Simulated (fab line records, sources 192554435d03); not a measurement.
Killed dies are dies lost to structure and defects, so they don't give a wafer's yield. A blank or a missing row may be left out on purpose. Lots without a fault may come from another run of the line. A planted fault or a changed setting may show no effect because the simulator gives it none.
Chamber matching | flow n5_finfet | N5_MOL_CONTACT_COAG_ETCH_106 on rie_diel-06: 4 sister chambers
The step etches SOC in N2/H2, target depth 80 nm, overetch 16 nm, time 120 s. 20 wafers are shown with their chamber, then 10 later ones without.

WAFERS WITH THEIR CHAMBER
wafer  | chamber | showerhead_plenum_p_Torr (Torr) | throttle_valve_pct (%) | rf_vpp_V (V)
L075.3 | 0       | 2.41                            | 18.1                   | 520.6
L075.4 | 2       | 2.64                            | 18.2                   | 526.3
L075.5 | 3       | 2.45                            | 17.5                   | 520.9
L078.2 | 2       | 2.63                            | 18.2                   | 526.4
L078.4 | 0       | 2.41                            | 18.1                   | 520.5
L078.6 | 1       | 2.43                            | 18.2                   | 520.8
L086.1 | 2       | 2.62                            | 18.2                   | 527.3
L086.3 | 1       | 2.42                            | 18.3                   | 520.5
L086.5 | 0       | 2.41                            | 18.1                   | 520.6
L088.2 | 2       | 2.62                            | 18.3                   | 525.5
L088.5 | 1       | 2.42                            | 18.3                   | 520.8
L088.6 | 0       | 2.40                            | 18.1                   | 521.4
L089.4 | 3       | 2.44                            | 17.5                   | 521.4
L089.5 | 0       | 2.40                            | 18.1                   | 519.9
L089.6 | 3       | 2.44                            | 17.5                   | 519.7
L090.1 | 3       | 2.44                            | 17.5                   | 520.4
L090.3 | 1       | 2.42                            | 18.3                   | 520.5
L090.5 | 3       | 2.44                            | 17.5                   | 519.3
L091.1 | 0       | 2.40                            | 18.1                   | 519.1
L091.2 | 3       | 2.44                            | 17.5                   | 521.2

SIGNATURES (means of the wafers above)
reading                  | chamber 0 | chamber 1 | chamber 2 | chamber 3 | scatter within a chamber
showerhead_plenum_p_Torr | 2.4050    | 2.4225    | 2.6275    | 2.4417    | 0.00604
throttle_valve_pct       | 18.100    | 18.275    | 18.225    | 17.500    | 0.0306
rf_vpp_V                 | 520.350   | 520.650   | 526.375   | 520.483   | 0.719
Rule: a wafer's distance from a chamber is the root of the sum, over the readings, of the square of ((its reading less the chamber's mean) divided by the reading's scatter). The wafer belongs to the nearest chamber; if the next one is less than 2 further off, it can't be placed. The scatter: the root of (the sum of the squares of (reading less its chamber's mean) over the shown wafers, divided by (wafers less chambers)).

WAFERS WITHOUT THEIR CHAMBER
wafer  | showerhead_plenum_p_Torr (Torr) | throttle_valve_pct (%) | rf_vpp_V (V)
L091.3 | 2.42                            | 18.3                   | 520.9
L092.3 | 2.40                            | 18.1                   | 519.4
L092.5 | 2.42                            | 18.3                   | 519.8
L092.6 | 2.40                            | 18.1                   | 519.3
L094.1 | 2.43                            | 17.5                   | 521.4
L094.4 | 2.40                            | 18.1                   | 521.0
L094.6 | 2.42                            | 18.3                   | 520.3
L096.2 | 2.62                            | 18.3                   | 525.8
L096.4 | 2.40                            | 18.1                   | 519.2
L096.6 | 2.43                            | 17.5                   | 519.6

WHICH CHAMBER EACH WENT THROUGH
wafer  | from the rows above | in truth
L091.3 | 1                   | 1
L092.3 | 0                   | 0
L092.5 | 1                   | 1
L092.6 | 0                   | 0
L094.1 | 3                   | 3
L094.4 | 0                   | 0
L094.6 | 1                   | 1
L096.2 | 2                   | 2
L096.4 | 0                   | 0
L096.6 | 3                   | 3
Placed correctly: 10 of 10. Can't be placed from these rows: 0. Placed wrongly: 0.
